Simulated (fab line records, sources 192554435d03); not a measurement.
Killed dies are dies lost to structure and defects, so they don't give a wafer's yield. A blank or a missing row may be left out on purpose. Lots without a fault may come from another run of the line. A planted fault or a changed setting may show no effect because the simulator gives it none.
A struck lot beside a sound one | flow n5_finfet | 14 steps out of a route of 1938
Sound: wafers L971.3, L971.4, L971.5. Struck: wafers L981.3, L981.5, L981.6. The cause comes at the end.
At each step with rows: each side's tool, then ch and its chambers, then its first start. Under that, the readings that differ: sound wafers | struck wafers | difference of the means | sigmas: that difference in standard deviations of wafers without a fault.
alike: readings whose means differ by less than 2 such deviations, and words and numbers that are the same on both sides. not compared: withheld readings, readings that some wafer has no value for, bounds like >300 that may hide the same value, and numbers for which the record gives no deviation and whose values overlap.
The two part at a step that has a row with sigmas, a row that says differs or no value, or rows on one side only. Numbers that don't overlap but have no deviation are shown without sigmas and don't part them. A reading that every wafer of one side lacks parts them only if that side has two wafers or more.

N5_BEOL_M12_CD_MEAS_10: target cd 140 nm.
  sound on cd_sem-02 ch 0, day 12 17:02; struck on cd_sem-01 ch 0, day 15 07:12
  alike: cd_nm
N5_BEOL_M12_OVL_MEAS_11:
  sound on overlay-01 ch 0, day 12 17:04; struck on overlay-02 ch 0, day 15 07:13
  alike: V11_OVL
N5_BEOL_M12_INSPECT_12: inspects for defects (macro).
  sound on defect_inspect-01, day 12 17:05; struck on defect_inspect-01, day 15 07:15
  alike: raw_defect_count
N5_BEOL_M12_DESCUM_15: chemistry O2, time 7.9 s.
  sound on rie_diel-01 ch 0,3, day 12 17:08; struck on rie_diel-01 ch 2,3, day 15 07:17
  alike: drypump_motor_current_A, oes_product_au, rf_fwd_power_W, rf_vpp_V, showerhead_plenum_p_Torr, temp_c, throttle_valve_pct
  not compared: rf_hours_counter_h
N5_BEOL_M12_ETCH_59: etches BARC in N2/H2, target depth 89 nm, overetch 26.7 nm, time 67.9 s.
  sound on rie_diel-01 ch 0,3, day 12 17:10; struck on rie_diel-01 ch 2,3, day 15 07:19
  alike: drypump_motor_current_A, oes_product_au, rf_fwd_power_W, rf_vpp_V, showerhead_plenum_p_Torr, throttle_valve_pct
  not compared: rf_hours_counter_h
N5_BEOL_M12_VIA_ETCH_16: etches SiOC in C4F8/O2/Ar, target depth 724.8 nm.
  sound on rie_diel-01 ch 0,3, day 12 17:13; struck on rie_diel-01 ch 2,3, day 15 07:22
  alike: O2_flow_sccm, drypump_motor_current_A, oes_product_au, rf_fwd_power_W, rf_vpp_V, showerhead_plenum_p_Torr, throttle_valve_pct
N5_BEOL_M12_STRIP_63: strips in N2/H2.
  sound on plasma_asher-01 ch 0,1, day 12 17:26; struck on plasma_asher-02 ch 0,1, day 15 07:35
  alike: drypump_motor_current_A, heater_power_w, oes_product_au, strip_time_to_endpoint_s, temp_c
  not compared: rf_hours_counter_h
N5_BEOL_M12_STRIP_64: strips in N2/H2.
  sound on plasma_asher-01 ch 0,1, day 12 17:29; struck on plasma_asher-02 ch 0,1, day 15 07:39
  alike: drypump_motor_current_A, heater_power_w, oes_product_au, strip_time_to_endpoint_s, temp_c
  not compared: rf_hours_counter_h
then, 2 steps without rows for these wafers: N5_BEOL_M12_STRIP_71 (strips in post etch residue remover, time 60 s); N5_BEOL_M12_SRD_72 (time 30 s, dry time 30 s).
N5_BEOL_M12_CD_MEAS_17: target cd 140 nm.
  sound on cd_sem-03, day 12 17:37; struck on cd_sem-02, day 15 07:47
  alike: cd_nm
then, 1 step without rows for these wafers: N5_BEOL_M12_COAT_65 (time 60 s, resist thk 300 nm).
N5_BEOL_M12_COAT_66: time 60 s, resist thk 110 nm.
  sound on litho_track-05 ch 0, day 12 17:40; struck on litho_track-05 ch 0, day 15 07:49
  reading                  | sound                | struck               | difference | sigmas
  heater_power_total_W (W) | 430.9 426.3 430.9    | 448.9 453.1 454.2    | +22.7      | +11
  plate_temp_C (C)         | 219.83 220.05 219.88 | 230.13 230.29 230.20 | +10.29     | +61
  alike: chill_plate_temp_C, spin_speed_rpm
then, 1 step without rows for these wafers: N5_BEOL_M12_COAT_22 (resist thk 300 nm).

WHERE THEY PART
Only at N5_BEOL_M12_COAT_66, within this record.

WHY: what the simulator had put in
Process parameter drift: litho_track-05, from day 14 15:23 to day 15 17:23, at N5_BEOL_M12_COAT_66. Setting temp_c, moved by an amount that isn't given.
